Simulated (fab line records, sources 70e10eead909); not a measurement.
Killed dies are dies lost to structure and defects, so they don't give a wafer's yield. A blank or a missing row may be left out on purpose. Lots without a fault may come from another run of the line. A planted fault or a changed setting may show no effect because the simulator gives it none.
Which tool did it? | flow nand_harc | 12 lots, 35 wafers sampled, at 6 steps of a route of 1159

WHAT THE GAUGES READ, wafer by wafer
NHARC_A_ONON_D1_THK_MEAS_05: measures by ellipsometry. Usual: thk_nm 1003 nm, standard deviation 8.1.
lot  | measured     | on            | thk_nm (nm)    | flag
L822 | day 7 20:17  | film_metro-01 | 1002 1000 1000 |
L825 | day 8 06:58  | film_metro-02 | 996 995 995    |
L824 | day 8 07:07  | film_metro-02 | 987 985 985    |
L826 | day 8 18:28  | film_metro-02 | 1013 1010 1011 |
L829 | day 9 06:34  | film_metro-02 | 1000 999 998   |
L827 | day 9 12:26  | film_metro-01 | 1004 1003 1004 |
L831 | day 9 15:52  | film_metro-02 | 1012 1011 1011 |
L832 | day 9 15:50  | film_metro-01 | 997 996 995    |
L834 | day 10 14:09 | film_metro-02 | 1013 1009 1011 |
L839 | day 11 15:58 | film_metro-02 | 1552 1015 1550 | OFF
L840 | day 12 02:39 | film_metro-02 | 1542 1540      | OFF
L844 | day 13 03:01 | film_metro-01 | 994 995 995    |

NHARC_END_SORT_01. Usual: killed_at_array 26, standard deviation 10; killed_at_other 0.8, standard deviation 1.1; killed_at_periphery 3.3, standard deviation 2.6; killed_dies 30, standard deviation 11; killed_open 3.4, standard deviation 1.8; killed_short 2.0, standard deviation 1.3.
lot  | measured     | on        | killed_at_array | killed_at_other | killed_at_periphery | killed_dies | killed_open | killed_short | flag
L839 | day 23 12:32 | prober-01 | 672 23 669      | 4 6 2           | 1 2 6               | 677 31 677  | 4 2 1       | 0 1 1        | OFF
L840 | day 24 04:05 | prober-01 | 675 673         | 0 1             | 2 3                 | 677 677     | 1 3         | 0 3          | OFF

WHICH TOOL RAN EACH LOT (tool, then ch and the chambers of the sampled wafers, then the start)
lot  | NHARC_P_BONDPAD_ETCH_12                       | NHARC_P_BONDPAD_ACTIVATE_29        | NHARC_A_ONON_D1_DEP_03           | NHARC_A_CHANNEL_HOLE_D1_DEP_01
L822 | rie_diel-13 ch 1,2,3, day 6 19:45 or earlier  | rie_diel-09 ch 0,1,2, day 6 19:45  | pecvd_onon-04 ch 0, day 7 19:47  | pecvd-03 ch 0,1,2, day 8 12:28
L825 | rie_diel-13 ch 0,1, day 7 06:16 or earlier    | rie_diel-09 ch 0,2, day 7 06:16    | pecvd_onon-04 ch 0, day 8 06:31  | pecvd-02 ch 1,2, day 9 01:25
L824 | rie_diel-09 ch 1,2, day 7 06:40 or earlier    | rie_diel-09 ch 0,1,2, day 7 06:40  | pecvd_onon-03 ch 0, day 8 06:39  | pecvd-04 ch 0,1,2, day 9 01:12
L826 | rie_diel-13 ch 2,3, day 7 18:02 or earlier    | rie_diel-09 ch 0,2,3, day 7 18:02  | pecvd_onon-04 ch 0, day 8 18:01  | pecvd-02 ch 0,2, day 9 08:56
L829 | rie_diel-09 ch 0,2,3, day 8 05:11 or earlier  | rie_diel-09 ch 1,2,3, day 8 05:11  | pecvd_onon-03 ch 0, day 9 06:04  | pecvd-03 ch 0,1, day 9 22:01
L827 | rie_diel-09 ch 0,1,3, day 8 11:26 or earlier  | rie_diel-09 ch 0,2, day 8 11:26    | pecvd_onon-04 ch 0, day 9 11:56  | pecvd-04 ch 0,2, day 10 04:22
L831 | rie_diel-09 ch 0,1,2, day 8 15:09 or earlier  | rie_diel-09 ch 0,2,3, day 8 15:09  | pecvd_onon-04 ch 0, day 9 15:21  | pecvd-04 ch 0,1,2, day 10 06:18
L832 | rie_diel-13 ch 0,1,3, day 8 16:08 or earlier  | rie_diel-13 ch 0,1,2, day 8 16:08  | pecvd_onon-02 ch 0, day 9 15:19  | pecvd-03 ch 1,2, day 10 03:39
L834 | rie_diel-09 ch 0,1, day 9 15:52 or earlier    | rie_diel-09 ch 0,1, day 9 15:52    | pecvd_onon-04 ch 0, day 10 13:38 | pecvd-02 ch 0,2, day 11 04:02
L839 | rie_diel-09 ch 0,2, day 10 16:45 or earlier   | rie_diel-04 ch 0,1, day 10 16:45   | pecvd_onon-03 ch 0, day 11 15:26 | pecvd-04 ch 2, day 12 07:47
L840 | rie_diel-09 ch 2,3, day 11 01:10 or earlier   | rie_diel-09 ch 0, day 11 01:10     | pecvd_onon-03 ch 0, day 12 02:08 | -
L844 | rie_diel-09 ch 1,2,3, day 12 02:35 or earlier | rie_diel-09 ch 1,2,3, day 12 02:35 | pecvd_onon-02 ch 0, day 13 02:30 | pecvd-02 ch 0,1,2, day 13 21:40
- NHARC_P_BONDPAD_ETCH_12: etches the open film in CHF3/O2, target depth 200 nm, time 100 s.
- NHARC_P_BONDPAD_ACTIVATE_29: chemistry N2, time 60 s.
- NHARC_A_ONON_D1_DEP_03: target thk 1000 nm.
- NHARC_A_CHANNEL_HOLE_D1_DEP_01: deposits SiON, target thk 140 nm.

WHAT THE TOOLS THEMSELVES READ (means of the sampled wafers that have a number; where no wafer has one, the mark that the record gives instead)
NHARC_P_BONDPAD_ETCH_12. Usual: drypump_motor_current_A 5.6 A, standard deviation 0.51; oes_product_au 0.935 a.u., standard deviation 0.02; rf_fwd_power_W 496.7 W, standard deviation 1.7; rf_vpp_V 369.6 V, standard deviation 2.3; showerhead_plenum_p_Torr 2.36 Torr, standard deviation 0.095; throttle_valve_pct 20.571 %, standard deviation 0.0084.
lot  | tool        | drypump_motor_current_A (A) | oes_product_au (a.u.) | rf_fwd_power_W (W) | rf_vpp_V (V) | showerhead_plenum_p_Torr (Torr) | throttle_valve_pct (%) | flag
L822 | rie_diel-13 | 5.5                         | 0.955                 | 494.5              | 370.8        | 2.42                            | 20.566                 |
L825 | rie_diel-13 | 5.3                         | 0.945                 | 496.3              | 369.5        | 2.33                            | 20.562                 |
L824 | rie_diel-09 | 5.2                         | 0.911                 | 496.1              | 369.2        | 2.35                            | 20.572                 |
L826 | rie_diel-13 | 5.6                         | 0.935                 | 494.5              | 371.6        | 2.41                            | 20.575                 |
L829 | rie_diel-09 | 5.9                         | 0.934                 | 497.5              | 368.4        | 2.29                            | 20.567                 |
L827 | rie_diel-09 | 5.8                         | 0.923                 | 496.2              | 370.3        | 2.37                            | 20.570                 |
L831 | rie_diel-09 | 5.6                         | 0.958                 | 496.5              | 369.2        | 2.35                            | 20.568                 |
L832 | rie_diel-13 | 5.4                         | 0.925                 | 496.3              | 370.6        | 2.35                            | 20.569                 |
L834 | rie_diel-09 | 5.9                         | 0.922                 | 497.1              | 369.6        | 2.36                            | 20.578                 |
L839 | rie_diel-09 | 6.1                         | 0.959                 | 496.7              | 367.5        | 2.28                            | 20.572                 |
L840 | rie_diel-09 | 5.7                         | 0.921                 | 497.9              | 367.8        | 2.29                            | 20.576                 |
L844 | rie_diel-09 | 5.4                         | 0.972                 | 496.4              | 369.4        | 2.37                            | 20.570                 |

NHARC_P_BONDPAD_ACTIVATE_29. Usual: drypump_motor_current_A 5.6 A, standard deviation 0.53; oes_product_au 0.993 a.u., standard deviation 0.0082; rf_vpp_V 63.9 V, standard deviation 0.88; showerhead_plenum_p_Torr 1.73 Torr, standard deviation 0.081.
lot  | tool        | drypump_motor_current_A (A) | oes_product_au (a.u.) | rf_vpp_V (V) | showerhead_plenum_p_Torr (Torr) | flag
L822 | rie_diel-09 | 5.5                         | 0.989                 | 64.8         | 1.73                            |
L825 | rie_diel-09 | 5.7                         | 0.986                 | 63.4         | 1.67                            |
L824 | rie_diel-09 | 5.6                         | 0.989                 | 63.6         | 1.73                            |
L826 | rie_diel-09 | 5.9                         | 0.988                 | 64.0         | 1.68                            |
L829 | rie_diel-09 | 5.5                         | 0.988                 | 63.9         | 1.74                            |
L827 | rie_diel-09 | 5.8                         | 1.004                 | 62.9         | 1.67                            |
L831 | rie_diel-09 | 5.9                         | 0.987                 | 63.4         | 1.68                            |
L832 | rie_diel-13 | 5.4                         | 0.992                 | 65.0         | 1.76                            |
L834 | rie_diel-09 | 5.8                         | 0.992                 | 64.1         | 1.73                            |
L839 | rie_diel-04 | 5.7                         | 0.995                 | 64.0         | 1.84                            |
L840 | rie_diel-09 | 6.3                         | 1.002                 | 62.3         | 1.67                            |
L844 | rie_diel-09 | 5.4                         | 0.995                 | 64.6         | 1.74                            |

NHARC_A_ONON_D1_DEP_03. Usual: susceptor_temp_C 400.03 C, standard deviation 0.22.
lot  | tool          | susceptor_temp_C (C) | flag
L822 | pecvd_onon-04 | 400.11               |
L825 | pecvd_onon-04 | 399.96               |
L824 | pecvd_onon-03 | 399.88               |
L826 | pecvd_onon-04 | 399.96               |
L829 | pecvd_onon-03 | 399.99               |
L827 | pecvd_onon-04 | 399.97               |
L831 | pecvd_onon-04 | 399.93               |
L832 | pecvd_onon-02 | 400.07               |
L834 | pecvd_onon-04 | 399.81               |
L839 | pecvd_onon-03 | 400.20               |
L840 | pecvd_onon-03 | 400.10               |
L844 | pecvd_onon-02 | 399.99               |

NHARC_A_CHANNEL_HOLE_D1_DEP_01. Usual: heater_power_w 760 W, standard deviation 110; rf_fwd_power_W 348.6 W, standard deviation 1; susceptor_temp_C 399.98 C, standard deviation 0.21.
lot  | tool     | heater_power_w (W) | rf_fwd_power_W (W) | susceptor_temp_C (C) | flag
L822 | pecvd-03 | 801                | 349.1              | 400.07               |
L825 | pecvd-02 | 834                | 348.8              | 400.05               |
L824 | pecvd-04 | 722                | 348.8              | 399.62               |
L826 | pecvd-02 | 710                | 349.0              | 399.88               |
L829 | pecvd-03 | 839                | 348.6              | 399.76               |
L827 | pecvd-04 | 727                | 348.7              | 400.16               |
L831 | pecvd-04 | 720                | 348.1              | 400.11               |
L832 | pecvd-03 | 704                | 349.5              | 400.04               |
L834 | pecvd-02 | 690                | 348.4              | 400.12               |
L839 | pecvd-04 | 767                | 349.1              | 400.09               |
L844 | pecvd-02 | 754                | 348.1              | 399.74               |

THE ANSWER, worked out from the rows above alone
Rule: a lot is off if the mean of its wafers that have a number lies more than 3 standard deviations from the usual mean. A lot without any number at a reading at which 4 lots or more have one is off too. The other lots that the step has rows for count as sound. The gauges are gone through in route order, then the tools' own readings, and for those a lot's mean is taken as printed above. The first step at which some lot is off is used, and at that step the reading that is off furthest; a lot without a number counts as furthest.
Off: L839, L840, at NHARC_A_ONON_D1_THK_MEAS_05 (thk_nm).
A tool fits if, at a process step before that reading, it ran every lot that is off, and no sound lot after the first of them. The gauges at NHARC_A_ONON_D1_THK_MEAS_05 aren't tried: what is off there is off at NHARC_END_SORT_01 too, on other tools, and a gauge's error can't cause that. NHARC_P_BONDPAD_ETCH_12 gives no start for some lots, so the hours and the order of its lots are those of NHARC_P_BONDPAD_ACTIVATE_29. One fits: pecvd_onon-03 at NHARC_A_ONON_D1_DEP_03. Its last sound lot is L829 (day 9 06:04), its first lot that is off L839 (day 11 15:26): a fault that began between those two fits.

WHAT THE SIMULATOR HAD PUT IN
Process parameter drift: pecvd_onon-03, from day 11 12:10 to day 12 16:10, at NHARC_A_ONON_D1_DEP_03. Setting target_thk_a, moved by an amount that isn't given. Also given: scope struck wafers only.
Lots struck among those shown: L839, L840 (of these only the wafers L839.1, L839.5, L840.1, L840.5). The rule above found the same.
